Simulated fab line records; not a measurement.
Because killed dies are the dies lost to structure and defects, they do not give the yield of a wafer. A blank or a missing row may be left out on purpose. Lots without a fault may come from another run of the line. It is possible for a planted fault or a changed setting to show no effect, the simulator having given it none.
Comparing a struck lot with a sound one	flow n5 finfet	19 out of 1938 route steps
Sound: these wafers, L250.2, L250.3, L250.6. The struck wafers were L254.1, L254.2, L254.4. At the end, the cause is stated.
Order at every step that has rows: each side's tool, ch and its chambers, its first start. Under that, the readings that differ: sound wafers	struck wafers	difference of the means	sigmas: that difference in standard deviations of wafers without a fault.
alike: readings with means less than 2 such deviations apart, plus words and numbers identical on both sides. not compared: withheld readings, readings lacking a value on some wafer, bounds such as >300 that could conceal the same value, and numbers that have no deviation in the record and whose values overlap.
A row with sigmas, a row that says differs or no value, or rows on one side alone: a step with any of these is where the two part. When numbers do not overlap yet have no deviation, they are printed without sigmas and do not part them. A reading missing from all wafers of one side parts the sides only when that side holds two or more wafers.

first, 1 step without rows for these wafers: N5_BEOL_M4_ANNEAL_95 (time 240 s).
N5_BEOL_M4_SPUTTER_96: material Cu, target thk 4.5 nm, time 8.29 s.
  struck on pvd sputter-03, day 12 18:58; sound on pvd sputter-01, day 11 18:02
  alike: throttle valve pct
then, 1 step without rows for these wafers: N5_BEOL_M4_ECD_50 (material Cu, target thk 300 nm).
N5_BEOL_M4_ANNEAL_51: time 90 s.
  sound on rtp anneal-02 ch 0, day 11 18:16; struck on rtp anneal-01 ch 0, day 12 19:09
  alike: anneal temp c, wafer_temp_C_max
then, 1 step without rows for these wafers: N5_BEOL_M4_CMP_52 (polishes, stops on SiOC, t overpolish 6.8 s, target thk 40 nm).
N5_BEOL_M4_THK_MEAS_53: measures by xrf.
  struck on film metro-02, day 12 19:44; sound on film metro-02, day 11 19:09
  alike: M4_THK
then, 1 step without rows for these wafers: N5_BEOL_M4_PRE_CLEAN_60 (time 15 s).
N5_BEOL_M4_CO_CAP_55: material Co, precursor CCTBA/H2, target thk 2 nm, time 102.1 s.
  sound on cvd co-02 ch 0,1, day 11 19:26; struck on cvd co-02 ch 0,2, day 12 19:54
  alike: heater power w
then, 1 step without rows for these wafers: N5_BEOL_M4_PRE_CLEAN_56 (time 15 s).
N5_BEOL_M4_DEP_57: deposits SiCN from 3MS/NH3, target thk 8 nm, time 14 s.
  sound on pecvd-04 ch 0,1,2, day 11 19:33; struck on pecvd-03 ch 0,1,2, day 12 20:01
  alike: showerhead plenum p Torr, throttle valve pct
N5_BEOL_M4_RS_MEAS_58: uses a four-point probe to measure.
  struck on film metro-02, day 12 20:05; sound on film metro-02, day 11 19:37
  alike: M4_RS
N5_BEOL_M4_INSPECT_59: inspects for defects (darkfield).
  struck on defect inspect-02, day 12 20:07; sound on defect inspect-01, day 11 19:39
  alike: raw defect count
N5_BEOL_M4_RC_MEAS_101:
  sound on prober-01 ch 0, day 11 19:49; struck on prober-01 ch 0, day 12 20:08
  alike: DIBL_N, DIBL_P, IOFF_N, IOFF_P, ION_N, ION_P, SS_N, SS_P, VT_N, VT_P
then, 2 steps without rows for these wafers: N5_BEOL_M5_ILD_DEP_00 (deposits SiCOH lowk from DEMS/porogen, target thk 140.64 nm, time 25.9 s); N5_BEOL_M5_CURE_79 (cures SiCOH lowk, time 240 s).
N5_BEOL_M5_THK_MEAS_01:
  struck on film metro-01, day 12 21:40; sound on film metro-01, day 11 21:13
reading	sound	struck	difference	sigmas
M5_ILD_THK (nm)	118.6 119.3 120.9	123.1 121.8 125.0	+3.7	+2
N5_BEOL_M5_PECVD_70: deposits SiO2 from TEOS/O2, target thk 16 nm, time 18 s.
  sound on pecvd-03 ch 0,1, day 11 21:15; struck on pecvd-03 ch 0,1,2, day 12 21:43
  no value came back on the struck wafers for any of 5 readings (chamber pressure Torr (Torr), heater power outer w (W) and others); on the sound wafers chamber pressure Torr (Torr) reads 5.485 5.505 5.500
N5_BEOL_M5_HM_DEP_02: deposits TiN, target thk 20 nm.
  struck on pvd sputter-01, day 12 22:07; sound on pvd sputter-01, day 11 21:58
  alike: throttle valve pct
-- a jump in the record: the struck wafers' starts before and after are 4 days apart (it breaks off in module BEOL_M5 and resumes in module PASSIVATION, where the first step shown is number 1936 of the route) --
N5_PASSIVATION_PROBE_49:
  struck on prober-01, day 16 22:10; sound on prober-02, day 16 03:04
reading	sound	struck	difference	sigmas
defect limited yield (%)	91.4 91.2 91.2	64.7 64.0 65.1	-26.7	-18
killed_at_M4_up	18 30 10	332 326 317	+306	+51
killed dies	102 104 104	416 425 412	+314	+17
killed on rim	15 6 12	25 116 10	+39	+8
sort_bin_5_function (%)	4.7 4.8 5.0	32.2 32.0 31.4	+27.0	+28
sort_bin_8_speed (%)	0 0 0	2.20 0 0	+0.73	+3
sort n pass	1078 1076 1076	738 755 768	-323	-18
sort yield pct (%)	91.4 91.2 91.2	62.5 64.0 65.1	-27.4	-18
  alike: killed_at_M0_to_M3, killed at contacts, killed at front end, killed at other, killed open, killed short, sort_bin_6_memory

WHERE THEY PART
First at N5_BEOL_M5_THK_MEAS_01; last, within this record, at N5_PASSIVATION_PROBE_49.

WHY: the cause the simulator had injected
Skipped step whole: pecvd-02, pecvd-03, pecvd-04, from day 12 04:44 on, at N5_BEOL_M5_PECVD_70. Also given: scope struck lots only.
